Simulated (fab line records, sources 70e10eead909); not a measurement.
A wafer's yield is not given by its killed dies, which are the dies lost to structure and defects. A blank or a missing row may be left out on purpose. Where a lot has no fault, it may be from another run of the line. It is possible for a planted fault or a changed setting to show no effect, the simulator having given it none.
fab line records	flow nandHarc
record lots=24	wafers=72	lastDay=33
route steps=1302 shown P_CONTACT@234 P_M0@264 P_M1@298
lots with no fault: from the same line, run without faults
startH: start of the lot's first displayed wafer, in hours after the record's first day	waitH: hours elapsed since this lot's preceding step	" as in the row above	L1.1+2: a row that stands for several wafers	- either no value or no given start	* or withheld: withheld	< > ~ a bound
route shown NAME@n: NAME is a module with steps in the file, n the number in the route of the first one	usual: average and standard deviation across the fault-free wafers	same: alike in all rows	chamber/n: place in a boat	sites: readings site by site	_std_site: how widely they spread, as a standard deviation	_edge_site: the outer-site mean with the inner-site mean subtracted	radiusMm: how far each site lies from the wafer's centre	mask NAME#n: copy n	behind: tool/chamber where the wafer was last shaped	hold: why the lot went on hold/how many hours it stayed there/how the hold came to an end	device: the transistor (n, p or np) that didn't switch	end of line: the route-end tests of the same wafers	for a step that has no rows: nothing shown but its recipe	killed: dies that structure and defects cost at the first sort, which is not the same as the wafer's yield	map: a wafer's dies, marking killed ones x, the rest . and places with no die _
set.NAME: the setting as run; set.NAME@STEP: as run at that earlier step	model.NAME: the simulator's own value behind a step, which no gauge read
the route's steps for a sample of lots (tables are steps, rows are wafers)
services: the hour from which a tool's chamber was out of use, counted from the record's first day as startH (under 0 if before that day), plus the number of hours and why
## steps
# step NHARC_P_CONTACT_INSPECT_14
# usual rawDefectCount=4.0/2.7
lot.wafer	tool	chamber	startH	waitH	rawDefectCount
L074.1	defectInspect-01	-	117.37	0.0	3
L074.4	"	-	"	"	6
L074.5	"	-	"	"	4
L075.1	defectInspect-01	-	124.55	0.0	1
L075.5	"	-	"	"	1
L075.6	"	-	"	"	3
L076.2	defectInspect-01	-	137.60	0.0	2
L076.3	"	-	"	"	1
L076.4	"	-	"	"	5
L077.2	defectInspect-02	-	142.38	0.1	3
L077.5	"	-	"	"	4
L077.6	"	-	"	"	4
L078.1	defectInspect-02	-	153.63	0.0	8
L078.3	"	-	"	"	3
L078.5	"	-	"	"	2
L079.3	defectInspect-02	-	164.40	0.0	4
L079.5	"	-	"	"	2
L079.6	"	-	"	"	1
L080.4	defectInspect-02	-	180.70	0.0	7
L080.5	"	-	"	"	2
L080.6	"	-	"	"	2
L081.1	defectInspect-01	-	187.95	0.0	1
L081.2	"	-	"	"	3
L081.3	"	-	"	"	3
L082.3	defectInspect-02	-	196.11	0.0	8
L082.4	"	-	"	"	11
L082.5	"	-	"	"	7
L083.1	defectInspect-01	-	211.16	0.0	2
L083.4	"	-	"	"	3
L083.6	"	-	"	"	4
L084.2	defectInspect-01	-	218.68	0.0	5
L084.3	"	-	"	"	6
L084.6	"	-	"	"	2
L085.2	defectInspect-01	-	228.52	0.0	2
L085.3	"	-	"	"	4
L085.4	"	-	"	"	4
L086.1	defectInspect-02	-	231.98	0.0	4
L086.4	"	-	"	"	4
L086.6	"	-	"	"	3
L087.2	defectInspect-02	-	244.40	0.0	7
L087.4	"	-	"	"	3
L087.5	"	-	"	"	6
L088.2	defectInspect-02	-	269.85	0.0	4
L088.3	"	-	"	"	2
L088.5	"	-	"	"	5
L089.3	defectInspect-01	-	270.46	0.0	4
L089.4	"	-	"	"	5
L089.5	"	-	"	"	3
L090.1	defectInspect-02	-	280.10	0.0	4
L090.3	"	-	"	"	4
L090.6	"	-	"	"	4
L091.1	defectInspect-02	-	283.07	0.0	4
L091.3	"	-	"	"	7
L091.4	"	-	"	"	5
L092.1	defectInspect-01	-	297.83	0.0	1
L092.2	"	-	"	"	1
L092.5	"	-	"	"	5
L093.3	defectInspect-02	-	313.72	0.0	0
L093.5	"	-	"	"	2
L093.6	"	-	"	"	3
L094.1	defectInspect-01	-	314.36	0.0	4
L094.4	"	-	"	"	3
L094.5	"	-	"	"	1
L095.2	defectInspect-02	-	331.00	0.0	4
L095.5	"	-	"	"	2
L095.6	"	-	"	"	5
L096.1	defectInspect-02	-	334.98	0.0	10
L096.5	"	-	"	"	3
L096.6	"	-	"	"	8
L097.1	defectInspect-02	-	342.40	0.0	4
L097.4	"	-	"	"	3
L097.5	"	-	"	"	4
# step NHARC_P_CONTACT_ETCH_35
# recipe targetDepthA=390	overEtchFrac=0.3	timeS=65	ionEnergyEv=80	cf4FlowSccm=150	arFlowSccm=0	rfW=300	biasW=100	chemistry=CF4
# usual drypumpMotorCurrentA=5.9/0.35	mfcArSccm=0.007/0.0094	oesProductAu=0.997/0.01	rfVppV=151.6/1.2	showerheadPlenumPTorr=1.79/0.068	throttleValvePct=13.284/0.01
lot.wafer	tool	chamber	startH	waitH	drypumpMotorCurrentA	mfcArSccm	oesProductAu	rfHoursCounterH	rfVppV	showerheadPlenumPTorr	throttleValvePct
L074.1	rieDiel-03	3	117.53	0.1	5.8	0	0.990	0.1	151.8	1.67	13.301
L074.4	"	0	"	"	5.3	0	0.999	0.1	149.9	1.73	13.281
L074.5	"	1	"	"	5.8	0.002	0.982	-	151.8	1.79	13.294
L075.1	rieDiel-03	1	124.72	0.1	5.8	0.002	0.996	1.1	151.9	1.79	13.278
L075.5	"	2	"	"	6.3	0	0.999	-	151.4	1.77	13.288
L075.6	"	3	"	"	5.7	0	0.984	-	149.1	1.67	13.273
L076.2	rieDiel-07	3	137.75	0.1	5.9	0.020	0.992	0.2	151.2	1.78	13.283
L076.4	"	0	"	"	5.7	0	0.993	0.2	152.5	1.71	13.293
L076.3	"	1	"	"	6.3	0	0.981	0.2	150.3	1.76	13.276
L077.2	rieDiel-12	1	142.54	0.1	6.3	0.005	0.985	0.9	151.6	1.89	13.295
L077.6	"	2	"	"	5.7	0.027	0.990	-	151.6	1.81	13.282
L077.5	"	0	"	"	6.2	0.002	1.008	-	152.2	1.86	13.283
L078.3	rieDiel-12	0	153.79	0.1	6.2	0.002	1.010	1.5	152.8	1.86	13.274
L078.1	"	1	"	"	6.3	0.005	0.991	1.4	152.5	1.89	13.286
L078.5	"	0	"	"	6.2	0.002	1.006	-	151.4	1.86	13.301
L079.3	rieDiel-12	3	164.55	0.1	5.3	0	1.006	0.9	149.9	1.75	13.280
L079.6	"	2	"	"	5.7	0.027	0.993	-	152.2	1.81	13.282
L079.5	"	3	"	"	5.3	0	1.020	-	150.8	1.75	13.284
L080.4	rieDiel-03	1	180.85	0.1	5.8	0.002	0.987	2.9	149.8	1.79	13.290
L080.5	"	3	"	"	5.7	0	0.997	-	149.3	1.67	13.267
L080.6	"	0	"	"	5.3	0	0.994	-	150.8	1.73	13.279
L081.2	rieDiel-12	3	188.10	0.1	5.3	0	1.007	1.6	151.3	1.75	13.291
L081.3	"	1	"	"	6.3	0.005	0.991	2.7	152.4	1.89	13.285
L081.1	"	2	"	"	5.7	0.027	0.985	2.8	151.9	1.81	13.267
L082.3	rieDiel-07	3	196.25	0.1	5.9	0.020	0.999	1.6	151.8	1.78	13.284
L082.4	"	2	"	"	6.1	0.010	1.011	1.7	154.3	1.89	13.272
L082.5	"	3	"	"	5.9	0.020	0.990	-	150.7	1.78	13.304
L083.1	rieDiel-12	3	211.31	0.1	5.3	0	1.001	2.2	149.6	1.75	13.285
L083.4	"	0	"	"	6.2	0.002	1.003	3.3	150.9	1.86	13.281
L083.6	"	3	"	"	5.3	0	1.013	-	150.7	1.75	13.282
L084.3	rieDiel-12	1	218.82	0.1	6.3	0.005	0.989	3.8	153.1	1.89	13.286
L084.2	"	2	"	"	5.7	0.027	0.992	3.9	151.6	1.81	13.282
L084.6	"	1	"	"	6.3	0.005	1.001	-	153.1	1.89	13.298
L085.2	rieDiel-07	1	228.66	0.1	6.3	0	1.001	2.7	150.6	1.76	13.275
L085.3	"	3	"	"	5.9	0.020	0.987	2.5	150.9	1.78	13.280
L085.4	"	0	"	"	5.7	0	1.003	2.5	150.3	1.71	13.282
L086.4	rieDiel-07	2	232.13	0.1	6.1	0.010	1.022	3.0	153.6	1.89	13.282
L086.1	"	3	"	"	5.9	0.020	0.996	2.7	151.5	1.78	13.269
L086.6	"	3	"	"	5.9	0.020	1.005	-	151.6	1.78	13.282
L087.2	rieDiel-12	2	244.56	0.1	5.7	0.027	0.990	4.7	152.8	1.81	13.253
L087.4	"	0	"	"	6.2	0.002	0.999	4.4	153.1	1.86	13.292
L087.5	"	1	"	"	6.3	0.005	1.004	-	153.4	1.89	13.296
L088.3	rieDiel-07	0	270.00	0.1	5.7	0	0.993	3.6	151.6	1.71	13.298
L088.2	"	1	"	"	6.3	0	0.996	3.9	148.4	1.76	13.284
L088.5	"	3	"	"	5.9	0.020	0.991	-	148.8	1.78	13.269
L089.4	rieDiel-03	3	270.60	0.1	5.7	0	0.981	8.1	147.7	1.66	13.276
L089.3	"	0	"	"	5.3	0	0.995	7.9	149.6	1.73	13.298
L089.5	"	0	"	"	5.3	0	1.000	-	150.7	1.72	13.282
L090.3	rieDiel-03	0	280.24	0.1	5.3	0	0.998	8.4	150.9	1.72	13.294
L090.1	"	1	"	"	5.8	0.002	0.973	8.2	151.2	1.79	13.265
L090.6	"	0	"	"	5.3	0	0.998	-	150.4	1.73	13.280
L091.4	rieDiel-07	1	283.21	0.1	6.2	0	0.997	4.6	151.7	1.76	13.281
L091.1	"	2	"	"	6.1	0.010	1.000	4.6	152.6	1.89	13.271
L091.3	"	0	"	"	5.7	0	0.987	4.3	151.5	1.71	13.291
L092.2	rieDiel-03	2	297.98	0.1	6.3	0	0.992	0.1	152.3	1.77	13.287
L092.1	"	1	"	"	5.8	0.002	1.011	0.1	151.1	1.79	13.282
L092.5	"	3	"	"	5.7	0	0.995	-	150.0	1.66	13.288
L093.3	rieDiel-07	3	313.87	0.1	5.9	0.020	0.991	0.2	152.1	1.78	13.284
L093.5	"	3	"	"	5.9	0.020	0.998	-	150.5	1.78	13.288
L093.6	"	0	"	"	5.7	0	0.992	-	151.9	1.71	13.276
L094.4	rieDiel-12	1	314.51	0.1	6.4	0.005	1.009	0.4	152.8	1.89	13.294
L094.1	"	3	"	"	5.3	0	1.013	1.0	151.3	1.74	13.280
L094.5	"	0	"	"	6.2	0.002	1.018	-	153.3	1.86	13.292
L095.2	rieDiel-07	0	331.16	0.1	5.7	0	0.994	0.7	151.1	1.71	13.269
L095.6	"	1	"	"	6.3	0	0.987	-	152.2	1.76	13.291
L095.5	"	2	"	"	6.1	0.010	0.988	-	152.2	1.89	13.288
L096.1	rieDiel-12	2	335.12	0.1	5.7	0.027	0.994	1.6	151.7	1.81	13.278
L096.5	"	2	"	"	5.7	0.027	0.987	-	150.6	1.81	13.273
L096.6	"	3	"	"	5.3	0	0.999	-	151.6	1.74	13.289
L097.4	rieDiel-12	0	342.55	0.1	6.2	0.002	1.012	1.9	153.4	1.86	13.287
L097.1	"	1	"	"	6.3	0.005	1.002	1.5	153.1	1.89	13.272
L097.5	"	0	"	"	6.2	0.002	1.004	-	151.8	1.86	13.276
# step NHARC_P_CONTACT_DEGAS_38
# recipe tempC=300	timeS=60
# usual heaterPowerW=485/56
lot.wafer	tool	chamber	startH	waitH	heaterPowerW
L074.4	pvdSputter-03	-	119.01	-	488
L074.1	"	-	"	"	461
L074.5	"	-	"	"	516
L075.1	pvdSputter-01	-	126.23	-	455
L075.6	"	-	"	"	489
L075.5	"	-	"	"	412
L076.3	pvdSputter-02	-	139.25	-	454
L076.2	"	-	"	"	417
L076.4	"	-	"	"	473
L077.2	pvdSputter-01	-	144.18	-	518
L077.6	"	-	"	"	523
L077.5	"	-	"	"	495
L078.1	pvdSputter-02	-	155.42	-	464
L078.3	"	-	"	"	583
L078.5	"	-	"	"	427
L079.3	pvdSputter-02	-	166.06	-	613
L079.5	"	-	"	"	437
L079.6	"	-	"	"	609
L080.4	pvdSputter-03	-	182.36	-	472
L080.6	"	-	"	"	491
L080.5	"	-	"	"	489
L081.1	pvdSputter-01	-	189.59	-	451
L081.3	"	-	"	"	503
L081.2	"	-	"	"	499
L082.4	pvdSputter-01	-	197.77	-	499
L082.3	"	-	"	"	418
L082.5	"	-	"	"	468
L083.1	pvdSputter-03	-	212.80	-	481
L083.4	"	-	"	"	497
L083.6	"	-	"	"	477
L084.2	pvdSputter-03	-	220.31	-	451
L084.3	"	-	"	"	494
L084.6	"	-	"	"	480
L085.4	pvdSputter-03	-	230.16	-	462
L085.2	"	-	"	"	500
L085.3	"	-	"	"	456
L086.1	pvdSputter-02	-	233.67	-	469
L086.4	"	-	"	"	450
L086.6	"	-	"	"	429
L087.2	pvdSputter-02	-	246.05	-	615
L087.4	"	-	"	"	431
L087.5	"	-	"	"	620
L088.2	pvdSputter-03	-	271.48	-	472
L088.3	"	-	"	"	494
L088.5	"	-	"	"	487
L089.4	pvdSputter-01	-	272.12	-	485
L089.3	"	-	"	"	481
L089.5	"	-	"	"	411
L090.1	pvdSputter-02	-	281.74	-	443
L090.3	"	-	"	"	453
L090.6	"	-	"	"	431
L091.3	pvdSputter-03	-	284.74	-	511
L091.1	"	-	"	"	457
L091.4	"	-	"	"	475
L092.2	pvdSputter-01	-	299.48	-	495
L092.1	"	-	"	"	444
L092.5	"	-	"	"	494
L093.3	pvdSputter-01	-	315.36	-	442
L093.5	"	-	"	"	457
L093.6	"	-	"	"	490
L094.4	pvdSputter-02	-	316.01	-	620
L094.1	"	-	"	"	434
L094.5	"	-	"	"	429
L095.2	pvdSputter-02	-	332.66	-	442
L095.6	"	-	"	"	610
L095.5	"	-	"	"	438
L096.1	pvdSputter-02	-	336.63	-	637
L096.5	"	-	"	"	434
L096.6	"	-	"	"	612
L097.1	pvdSputter-02	-	344.08	-	445
L097.4	"	-	"	"	479
L097.5	"	-	"	"	478
# step NHARC_P_M0_OVL_MEAS_10
# recipe pitchNm=180
# usual overlayXNm=0.2/0.71	overlayYNm=0.0/0.88
lot.wafer	tool	chamber	startH	waitH	overlayXNm	overlayYNm
L074.1	overlay-01	-	121.35	-	0.1	-1.2
L074.4	"	-	"	"	0.1	-0.7
L074.5	"	-	"	"	0.0	-1.4
L075.1	overlay-01	-	128.72	-	0.8	0.4
L075.5	"	-	"	"	0.6	0.8
L075.6	"	-	"	"	0.6	0.6
L076.2	overlay-01	-	141.79	-	-0.2	1.7
L076.3	"	-	"	"	-0.1	1.8
L076.4	"	-	"	"	-0.4	2.0
L077.2	overlay-01	-	146.57	-	0.6	1.2
L077.5	"	-	"	"	1.2	1.8
L077.6	"	-	"	"	1.2	1.4
L078.1	overlay-02	-	157.90	-	1.2	0.3
L078.3	"	-	"	"	1.2	0.7
L078.5	"	-	"	"	0.8	0.5
L079.3	overlay-02	-	168.42	-	-0.1	0.7
L079.5	"	-	"	"	0.0	0.3
L079.6	"	-	"	"	-0.1	0.4
L080.4	overlay-01	-	184.92	-	-0.5	-0.2
L080.5	"	-	"	"	-0.4	-0.1
L080.6	"	-	"	"	-0.5	-0.1
L081.1	overlay-02	-	192.75	-	0.8	0.9
L081.2	"	-	"	"	1.1	0.8
L081.3	"	-	"	"	0.8	0.3
L082.3	overlay-02	-	200.12	-	0.3	0.8
L082.4	"	-	"	"	-0.2	0.8
L082.5	"	-	"	"	0.5	0.9
L083.1	overlay-01	-	215.29	-	-0.3	-0.2
L083.4	"	-	"	"	-0.5	-0.5
L083.6	"	-	"	"	-0.3	-0.3
L084.2	overlay-01	-	222.83	-	1.4	-1.1
L084.3	"	-	"	"	1.1	-1.6
L084.6	"	-	"	"	1.0	-1.1
L085.2	overlay-02	-	232.63	-	-1.1	0.9
L085.3	"	-	"	"	-1.0	0.6
L085.4	"	-	"	"	-0.6	0.5
L086.1	overlay-02	-	236.01	-	-0.6	-0.1
L086.4	"	-	"	"	-0.5	1.3
L086.6	"	-	"	"	-0.7	0.7
L087.2	overlay-02	-	248.53	-	0.8	-1.4
L087.4	"	-	"	"	0.8	-0.9
L087.5	"	-	"	"	1.2	-1.0
L088.2	overlay-01	-	274.26	-	0.1	-0.7
L088.3	"	-	"	"	-0.4	-0.2
L088.5	"	-	"	"	-0.1	-1.3
L089.3	overlay-02	-	274.81	-	-0.8	0.4
L089.4	"	-	"	"	-0.6	0.9
L089.5	"	-	"	"	-1.0	-0.2
L090.1	overlay-02	-	284.10	-	0.3	-1.7
L090.3	"	-	"	"	0.0	-1.3
L090.6	"	-	"	"	0.2	-1.0
L091.1	overlay-02	-	287.10	-	-0.9	-0.3
L091.3	"	-	"	"	-1.0	-0.7
L091.4	"	-	"	"	-0.9	-0.7
L092.1	overlay-02	-	301.87	-	0.0	0.3
L092.2	"	-	"	"	-0.5	0.9
L092.5	"	-	"	"	0.5	0.6
L093.3	overlay-02	-	317.85	-	0.4	-0.8
L093.5	"	-	"	"	0.3	-1.0
L093.6	"	-	"	"	0.4	-1.2
L094.1	overlay-01	-	318.49	-	-0.4	0.3
L094.4	"	-	"	"	0.1	0.7
L094.5	"	-	"	"	0.0	0.8
L095.2	overlay-02	-	335.14	-	0.2	0.2
L095.5	"	-	"	"	-0.2	-0.1
L095.6	"	-	"	"	0.4	0.7
L096.1	overlay-01	-	339.01	-	1.4	-1.0
L096.5	"	-	"	"	1.8	-0.7
L096.6	"	-	"	"	1.4	-0.4
L097.1	overlay-01	-	346.53	-	0.8	-0.1
L097.4	"	-	"	"	1.0	-0.7
L097.5	"	-	"	"	1.1	-0.6
# step NHARC_P_M0_ANNEAL_30
# recipe tempC=225	timeS=90
# usual wafer_temp_C_max=226.3/0.48
lot.wafer	tool	chamber	startH	waitH	wafer_temp_C_max
L074.1	rtpAnneal-02	0	123.15	-	226.6
L074.4	"	0	"	"	227.0
L074.5	"	0	"	"	226.8
L075.1	rtpAnneal-02	0	130.48	-	226.9
L075.5	"	0	"	"	227.3
L075.6	"	0	"	"	226.4
L076.2	rtpAnneal-02	0	143.62	0.3	226.1
L076.3	"	0	"	"	226.2
L076.4	"	0	"	"	226.3
L077.2	rtpAnneal-02	0	149.12	-	226.7
L077.5	"	0	"	"	226.8
L077.6	"	0	"	"	226.3
L078.1	rtpAnneal-01	0	159.65	-	226.2
L078.3	"	0	"	"	225.7
L078.5	"	0	"	"	225.7
L079.3	rtpAnneal-01	0	170.31	-	225.7
L079.5	"	0	"	"	225.8
L079.6	"	0	"	"	226.0
L080.4	rtpAnneal-02	0	186.90	-	226.3
L080.5	"	0	"	"	226.9
L080.6	"	0	"	"	226.9
L081.1	rtpAnneal-02	0	194.50	-	226.3
L081.2	"	0	"	"	226.9
L081.3	"	0	"	"	226.9
L082.3	rtpAnneal-02	0	202.06	0.3	226.6
L082.4	"	0	"	"	226.7
L082.5	"	0	"	"	226.4
L083.1	rtpAnneal-02	0	217.08	0.4	226.7
L083.4	"	0	"	"	226.2
L083.6	"	0	"	"	227.0
L084.2	rtpAnneal-01	0	224.63	-	226.2
L084.3	"	0	"	"	225.9
L084.6	"	0	"	"	225.8
L085.2	rtpAnneal-02	0	234.47	-	226.1
L085.3	"	0	"	"	226.5
L085.4	"	0	"	"	226.4
L086.1	rtpAnneal-01	0	237.88	-	226.0
L086.4	"	0	"	"	225.9
L086.6	"	0	"	"	226.1
L087.2	rtpAnneal-01	0	250.33	-	225.8
L087.4	"	0	"	"	226.1
L087.5	"	0	"	"	225.8
L088.2	rtpAnneal-01	0	276.11	-	225.6
L088.3	"	0	"	"	225.5
L088.5	"	0	"	"	225.5
L089.3	rtpAnneal-02	0	276.75	-	226.4
L089.4	"	0	"	"	226.4
L089.5	"	0	"	"	226.5
L090.1	rtpAnneal-02	0	285.86	0.3	227.1
L090.3	"	0	"	"	226.3
L090.6	"	0	"	"	226.6
L091.1	rtpAnneal-01	0	288.85	-	225.8
L091.3	"	0	"	"	226.0
L091.4	"	0	"	"	225.7
L092.1	rtpAnneal-02	0	303.68	-	226.1
L092.2	"	0	"	"	227.1
L092.5	"	0	"	"	226.4
L093.3	rtpAnneal-01	0	319.71	-	225.9
L093.5	"	0	"	"	225.7
L093.6	"	0	"	"	225.9
L094.1	rtpAnneal-01	0	320.29	-	225.7
L094.4	"	0	"	"	226.0
L094.5	"	0	"	"	226.3
L095.2	rtpAnneal-01	0	336.95	0.4	226.0
L095.5	"	0	"	"	225.5
L095.6	"	0	"	"	225.6
L096.1	rtpAnneal-02	0	340.78	0.3	226.7
L096.5	"	0	"	"	226.4
L096.6	"	0	"	"	226.6
L097.1	rtpAnneal-01	0	348.31	-	226.0
L097.4	"	0	"	"	225.9
L097.5	"	0	"	"	226.3
# step NHARC_P_M1_DESCUM_14
# recipe timeS=3	o2FlowSccm=200	arFlowSccm=0	biasPowerW=0	chemistry=O2
# usual drypumpMotorCurrentA=5.9/0.42	mfcArSccm=0.005/0.0093	oesProductAu=0.997/0.012	rfVppV=57.9/0.98	showerheadPlenumPTorr=1.92/0.087	throttleValvePct=11.311/0.0098
lot.wafer	tool	chamber	startH	waitH	drypumpMotorCurrentA	mfcArSccm	oesProductAu	rfHoursCounterH	rfVppV	showerheadPlenumPTorr	throttleValvePct
L074.4	rieDiel-06	3	125.55	0.1	6.1	0.021	1.009	10	59.1	1.98	11.294
L074.1	"	1	"	"	5.5	0	0.977	11	58.8	2.01	11.299
L074.5	"	0	"	"	5.7	0	0.990	-	56.4	1.95	11.319
L075.1	rieDiel-08	3	132.86	0.1	6.3	0.021	1.019	9	58.9	2.06	11.303
L075.5	"	3	"	"	6.3	0.021	1.015	-	58.5	2.06	11.314
L075.6	"	1	"	"	6.2	0	1.018	-	58.0	1.85	11.304
L076.2	rieDiel-06	1	145.97	0.1	5.5	0	0.988	0	59.2	2.01	11.307
L076.3	"	2	"	"	6.7	0	0.993	0	58.4	1.92	11.309
L076.4	"	3	"	"	6.1	0.021	1.009	0	58.7	1.98	11.316
L077.2	rieDiel-08	2	151.31	0.1	5.6	0	1.012	9	56.6	1.90	11.305
L077.5	"	2	"	"	5.6	0	1.019	-	58.3	1.90	11.324
L077.6	"	3	"	"	6.3	0.021	1.022	-	58.4	2.06	11.310
L078.1	rieDiel-06	0	162.04	0.1	5.7	0	1.001	1	58.7	1.95	11.302
L078.3	"	3	"	"	6.1	0.021	1.002	1	58.9	1.98	11.300
L078.5	"	0	"	"	5.7	0	1.008	-	58.4	1.95	11.328
L079.3	rieDiel-08	0	172.63	0.1	5.5	0	1.020	12	58.1	1.79	11.290
L079.6	"	2	"	"	5.6	0	1.020	-	58.6	1.90	11.305
L079.5	"	3	"	"	6.3	0.021	1.022	-	56.8	2.06	11.297
L080.4	rieDiel-06	1	189.02	0.1	5.6	0	0.996	4	58.5	2.00	11.314
L080.5	"	1	"	"	5.5	0	0.998	-	59.5	2.00	11.303
L080.6	"	2	"	"	6.7	0	0.993	-	57.2	1.92	11.321
L081.3	rieDiel-06	3	196.76	0.1	6.1	0.021	1.011	5	57.8	1.98	11.301
L081.2	"	0	"	"	5.7	0	1.012	4	58.7	1.95	11.321
L081.1	"	1	"	"	5.5	0	0.997	5	57.2	2.00	11.326
L082.3	rieDiel-08	0	204.47	0.1	5.5	0	0.985	1	58.5	1.79	11.315
L082.4	"	1	"	"	6.2	0	0.991	1	56.9	1.84	11.322
L082.5	"	0	"	"	5.5	0	0.980	-	57.0	1.79	11.301
L083.1	rieDiel-04	2	219.35	0.1	5.5	0.034	0.988	9	56.9	1.89	11.319
L083.4	"	1	"	"	5.7	0	0.996	4	59.9	1.95	11.323
L083.6	"	2	"	"	5.5	0.034	0.994	-	56.8	1.89	11.309
L084.3	rieDiel-08	3	226.84	0.1	6.3	0.021	0.976	2	59.8	2.05	11.317
L084.2	"	1	"	"	6.2	0	0.981	3	57.9	1.84	11.291
L084.6	"	0	"	"	5.5	0	0.989	-	56.3	1.79	11.317
L085.3	rieDiel-08	3	236.91	0.1	6.3	0.021	0.985	3	58.6	2.05	11.308
L085.4	"	0	"	"	5.5	0	0.995	3	58.6	1.79	11.303
L085.2	"	1	"	"	6.1	0	0.993	4	57.5	1.84	11.332
L086.4	rieDiel-08	0	240.27	0.1	5.5	0	0.993	4	58.0	1.79	11.309
L086.1	"	1	"	"	6.2	0	0.994	4	56.8	1.84	11.322
L086.6	"	0	"	"	5.5	0	0.988	-	58.0	1.79	11.311
L087.2	rieDiel-06	2	252.69	0.1	6.8	0	0.991	9	57.0	1.91	11.311
L087.4	"	0	"	"	5.7	0	1.007	7	57.7	1.95	11.312
L087.5	"	2	"	"	6.7	0	0.996	-	57.3	1.91	11.315
L088.2	rieDiel-08	2	278.47	0.1	5.6	0	0.979	7	58.9	1.90	11.325
L088.3	"	3	"	"	6.3	0.021	0.979	7	57.8	2.05	11.324
L088.5	"	1	"	"	6.2	0	0.994	-	57.2	1.84	11.323
L089.3	rieDiel-06	3	279.48	0.1	6.1	0.021	1.022	11	59.4	1.98	11.320
L089.4	"	0	"	"	5.7	0	1.005	9	56.2	1.95	11.309
L089.5	"	2	"	"	6.7	0	1.001	-	57.7	1.91	11.305
L090.3	rieDiel-08	1	288.98	0.1	6.2	0	0.980	8	55.9	1.84	11.314
L090.1	"	2	"	"	5.6	0	0.991	8	56.1	1.90	11.306
L090.6	"	0	"	"	5.5	0	0.995	-	59.2	1.79	11.297
L091.3	rieDiel-08	3	291.26	0.1	6.3	0.021	0.987	8	60.9	2.05	11.328
L091.4	"	1	"	"	6.1	0	0.985	8	57.1	1.84	11.317
L091.1	"	2	"	"	5.6	0	0.983	8	59.2	1.90	11.304
L092.1	rieDiel-08	0	306.05	0.1	5.5	0	0.985	10	58.6	1.79	11.302
L092.2	"	2	"	"	5.6	0	0.981	9	58.5	1.90	11.299
L092.5	"	0	"	"	5.5	0	0.976	-	56.7	1.79	11.287
L093.3	rieDiel-06	1	321.90	0.1	5.5	0	0.985	0	58.7	2.00	11.295
L093.6	"	2	"	"	6.7	0	1.017	-	58.1	1.91	11.311
L093.5	"	3	"	"	6.1	0.021	1.019	-	58.1	1.98	11.309
L094.1	rieDiel-08	1	322.71	0.1	6.2	0	0.975	10	56.9	1.84	11.328
L094.4	"	1	"	"	6.2	0	0.981	-	58.4	1.84	11.313
L094.5	"	1	"	"	6.2	0	0.985	-	58.0	1.84	11.305
L095.2	rieDiel-06	3	339.31	0.1	6.1	0.021	1.008	2	58.3	1.98	11.328
L095.6	"	1	"	"	5.6	0	0.997	-	57.4	2.00	11.317
L095.5	"	2	"	"	6.7	0	1.002	-	57.5	1.91	11.316
L096.1	rieDiel-08	1	343.09	0.1	6.2	0	0.993	15	57.8	1.84	11.314
L096.5	"	1	"	"	6.2	0	0.986	-	58.4	1.84	11.319
L096.6	"	2	"	"	5.6	0	0.993	-	59.0	1.90	11.325
L097.1	rieDiel-06	1	350.71	0.1	5.5	0	0.982	3	57.9	2.00	11.320
L097.4	"	3	"	"	6.1	0.021	1.010	3	57.9	1.98	11.305
L097.5	"	1	"	"	5.5	0	0.994	-	58.4	2.00	11.319
## services
tool	chamber	startH	hours	kind
rieDiel-12	2	97.43	1.9	repair
rieDiel-08	1	98.42	3.5	repair
pvdSputter-02	-	112.78	10.0	pm
rieDiel-08	2	129.59	10.0	repair
rieDiel-06	-	130.20	9.0	pm
rieDiel-12	3	134.16	21.5	repair
rieDiel-06	0	152.61	1.8	repair
rieDiel-12	-	169.19	0.6	repair
rieDiel-06	2	178.76	1.5	repair
pvdSputter-02	-	190.20	1.6	repair
rieDiel-08	-	190.80	9.0	pm
rieDiel-12	3	231.38	9.6	repair
pvdSputter-02	-	232.38	0.7	repair
rieDiel-08	-	235.63	0.2	repair
rieDiel-08	-	267.18	4.9	repair
rieDiel-12	-	268.40	9.0	pm
pvdSputter-02	-	275.52	4.0	repair
rieDiel-08	1	282.07	4.5	repair
rieDiel-12	1	282.19	15.5	repair
pvdSputter-02	-	290.78	10.0	pm
rieDiel-06	-	307.20	9.0	pm
rieDiel-08	2	317.57	15.8	repair
rieDiel-08	3	318.71	36.2	repair
rieDiel-12	0	328.09	6.6	repair
## key
fault none
